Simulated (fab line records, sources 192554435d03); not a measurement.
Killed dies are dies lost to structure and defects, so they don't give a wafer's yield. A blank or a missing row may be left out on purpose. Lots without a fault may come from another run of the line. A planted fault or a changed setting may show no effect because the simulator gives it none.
Split-lot experiment | flow n5_finfet | 7 lots, 21 wafers read, on a route of 1938 steps

THE SPLIT
At N5_BEOL_M3_COAT_05 (resist thk 30 nm), the setting spin_rpm was moved away from the recipe's 1500 rpm on 2 of the 21 wafers read, by -10.1% to +2.8%. The other wafers ran this setting at the recipe's value.

FROM THE SPLIT TO THE READING: what the file shows between them, 4 steps
- N5_BEOL_M3_EBR_07
- N5_BEOL_M3_SOFTBAKE_06: time 60 s
- N5_BEOL_M3_DESCUM_16: chemistry O2, time 7 s
- N5_BEOL_M3_ETCH_74: etches underlayer in N2/H2, target depth 6.5 nm, time 5.2 s

THE READING
CAR-EUV_of_BEOL_M3_COAT_05.thk_nm (the simulator's own value, which no gauge read), in nm, at N5_BEOL_M3_ETCH_63 (etches SiARC in CF4, target depth 15.6 nm, time 26 s). The file gives no usual value for it. The 19 wafers here that ran the recipe average 11.1 nm, standard deviation 0.096 nm.

wafer  | tool, chamber at the split | spin_rpm as run, rpm | against the recipe | CAR-EUV_of_BEOL_M3_COAT_05.thk_nm, nm | against lot-mates on the recipe
L077.1 | litho_track-01, 0          | 1500                 | recipe             | 11.2                                  | -
L077.4 | litho_track-01, 0          | 1500                 | recipe             | 11.2                                  | -
L077.6 | litho_track-01, 0          | 1500                 | recipe             | 11.2                                  | -
L079.3 | litho_track-02, 0          | 1500                 | recipe             | 11.2                                  | -
L079.6 | litho_track-02, 0          | 1500                 | recipe             | 11.2                                  | -
L079.5 | litho_track-02, 0          | 1500                 | recipe             | 11                                    | -
L080.2 | litho_track-02, 0          | 1348                 | -10.1%             | 12.8                                  | +1.7
L080.3 | litho_track-02, 0          | 1500                 | recipe             | 11                                    | -
L080.4 | litho_track-02, 0          | 1500                 | recipe             | 11.2                                  | -
L083.3 | litho_track-03, 0          | 1500                 | recipe             | 11                                    | -
L083.4 | litho_track-03, 0          | 1500                 | recipe             | 11.2                                  | -
L083.5 | litho_track-03, 0          | 1542                 | +2.8%              | 10.6                                  | -0.5
L085.1 | litho_track-03, 0          | 1500                 | recipe             | 11.2                                  | -
L085.5 | litho_track-03, 0          | 1500                 | recipe             | 11                                    | -
L085.6 | litho_track-03, 0          | 1500                 | recipe             | 11                                    | -
L088.1 | litho_track-02, 0          | 1500                 | recipe             | 11                                    | -
L088.5 | litho_track-02, 0          | 1500                 | recipe             | 11                                    | -
L088.6 | litho_track-02, 0          | 1500                 | recipe             | 11.2                                  | -
L090.1 | litho_track-01, 0          | 1500                 | recipe             | 11.2                                  | -
L090.3 | litho_track-01, 0          | 1500                 | recipe             | 11.2                                  | -
L090.4 | litho_track-01, 0          | 1500                 | recipe             | 11.2                                  | -

THE FIT
A straight line over all 21 wafers: CAR-EUV_of_BEOL_M3_COAT_05.thk_nm changes by -0.167 nm for each +1% of spin_rpm; r = -0.97; the points scatter about the line by 0.097 nm.
The same after taking each lot's own level away (the mean of its wafers on the recipe; 21 wafers): -0.169 nm for each +1%; r = -0.98; scatter 0.08 nm.
On that fit, the largest move of spin_rpm shifts the reading by 1.7 nm.
The lots' own levels span 11.07 to 11.20 nm, that is 1.4 times the standard deviation above.
So the lot-to-lot level changes the slope little: the two slopes agree.
Check: with one of the wafers moved furthest among these (-10.1%) left out of the fit, the line predicts +1.81 nm for it against its lot-mates. It came out at +1.7 nm against them.

OTHER SPLITS ON THESE WAFERS
These wafers also went through other splits before the reading. Each is held against what the fit with the lots' levels taken away leaves over:
other split on the same wafers | wafers away from the commonest value | r with CAR-EUV_of_BEOL_M3_COAT_05.thk_nm (lot level and that fit taken away)
N5_BEOL_M3_ILD_DEP_00 time_s   | 7                                    | -0.31

THE WHOLE CHAIN: every reading that the file lists as answering this split, in the file's order
step                 | what it does                                         | reading                                                                            | change (the file's fit)               | r (the file's)
N5_BEOL_M3_COAT_05   | resist thk 30 nm                                     | CAR-EUV_of_BEOL_M3_COAT_05.thk_nm (the simulator's own value, which no gauge read) | -0.159 nm for each +1% of the setting | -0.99
N5_BEOL_M3_DESCUM_16 | chemistry O2, time 7 s                               | CAR-EUV_of_BEOL_M3_COAT_05.thk_nm (the simulator's own value, which no gauge read) | -0.148 nm for each +1% of the setting | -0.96
N5_BEOL_M3_ETCH_63   | etches SiARC in CF4, target depth 15.6 nm, time 26 s | CAR-EUV_of_BEOL_M3_COAT_05.thk_nm (the simulator's own value, which no gauge read) | -0.169 nm for each +1% of the setting | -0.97

THE FILE'S OWN FIT
CAR-EUV_of_BEOL_M3_COAT_05.thk_nm changes by -0.169 nm for each +1% of spin_rpm, r = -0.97.
